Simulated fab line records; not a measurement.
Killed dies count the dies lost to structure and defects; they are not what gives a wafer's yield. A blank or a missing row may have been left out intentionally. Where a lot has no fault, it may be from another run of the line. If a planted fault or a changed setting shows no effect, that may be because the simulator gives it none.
Matching of chambers    flow n5_finfet    N5_BEOL_M0_SAQP_ILD_DEP_01 on pecvd-04: 3 sister chambers
The step deposits SiOC from DEMS/O2, target thk 45.419 nm, time 8.7 s. 6 wafers are shown with their chamber, then 11 later ones without.

== WAFERS, EACH WITH ITS CHAMBER ==
wafer   chamber  throttle_valve_pct (%)  heater_power_w (W)
L086.1  0        11.1                    355
L087.2  2        11.3                    432
L089.1  1        12.6                    514
L089.4  1        12.7                    508
L089.6  0        11.1                    309
L090.3  2        11.4                    391

== WAFERS WHOSE CHAMBER IS MISSING ==
wafer   throttle_valve_pct (%)  heater_power_w (W)
L090.4  12.7                    517
L090.6  11.3                    350
L093.2  11.4                    424
L093.3  12.7                    561
L093.4  11.3                    423
L094.3  12.6                    559
L094.5  12.6                    569
L094.6  11.5                    408
L097.3  11.3                    434
L097.4  11.2                    319
L097.5  11.3                    422

== EACH ONE'S CHAMBER ==
wafer   from the rows above      in truth
L090.4  1                        1
L090.6  can't be placed: 2 or 0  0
L093.2  2                        2
L093.3  1                        1
L093.4  2                        2
L094.3  1                        1
L094.5  1                        1
L094.6  2                        2
L097.3  2                        2
L097.4  0                        0
L097.5  2                        2
Placed correctly: 10 of 11. Can't be placed from these rows: 1 (the true chamber is among the candidates in 1). 0 placed wrongly.
How it was worked out, from the rows above alone: a wafer's distance from a chamber is the root of the sum, over the readings, of the square of ((its reading less the chamber's mean) divided by the reading's scatter). If the next closest chamber is less than 2 further off than the closest, the wafer can't be placed; otherwise it belongs to the closest. The mean given for a chamber averages the wafers shown for that chamber. The scatter: take each reading less its chamber's mean, square it, sum over the shown wafers, divide by the number of wafers less the number of chambers, and take the root.
